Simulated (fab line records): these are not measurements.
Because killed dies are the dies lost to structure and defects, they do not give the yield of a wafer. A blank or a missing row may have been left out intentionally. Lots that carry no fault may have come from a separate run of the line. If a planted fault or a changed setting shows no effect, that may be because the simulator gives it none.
Matching of chambers ; flow nand_harc ; NHARC_A_STAIRCASE_DEP_301 on pecvd-02 has 3 sister chambers
The step deposits SiON, target thk 30 nm. 6 wafers are shown with their chamber, then 10 later ones without.

## WAFERS PAIRED WITH THEIR CHAMBERS
wafer;chamber;heater_power_outer_w (W);heater_power_w (W)
L085.4;0;516;743
L086.1;1;405;680
L086.4;2;465;788
L086.5;1;405;678
L090.1;2;442;765
L090.5;0;508;768

## WAFERS MISSING THEIR CHAMBER
wafer;heater_power_outer_w (W);heater_power_w (W)
L090.6;455;744
L091.1;498;740
L091.3;447;785
L091.4;513;742
L092.1;410;732
L092.2;456;681
L092.4;412;708
L093.2;441;761
L093.3;446;671
L093.4;443;658

## WHICH CHAMBER EACH ONE RAN IN
wafer;from the rows above;in truth
L090.6;2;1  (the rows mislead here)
L091.1;0;0
L091.3;2;2
L091.4;0;0
L092.1;can't be placed: 1 or 2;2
L092.2;can't be placed: 1 or 2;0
L092.4;1;1
L093.2;2;2
L093.3;1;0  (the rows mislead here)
L093.4;1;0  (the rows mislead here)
Correct placement for 5 of the 10. Not placeable from these rows: 2 (in 1, the candidates include the true chamber). Placed wrongly: 3.
How it was worked out, from the rows above alone: a wafer's distance from a chamber is the root of the sum, over the readings, of the square of ((its reading less the chamber's mean) divided by the reading's scatter). If the next closest chamber is less than 2 further off than the closest, the wafer can't be placed; otherwise it belongs to the closest. For every chamber, the mean is computed from those of its wafers that are shown. The scatter is the square root of a quotient: the sum, over the shown wafers, of each reading's squared deviation from its chamber's mean, divided by wafers minus chambers.
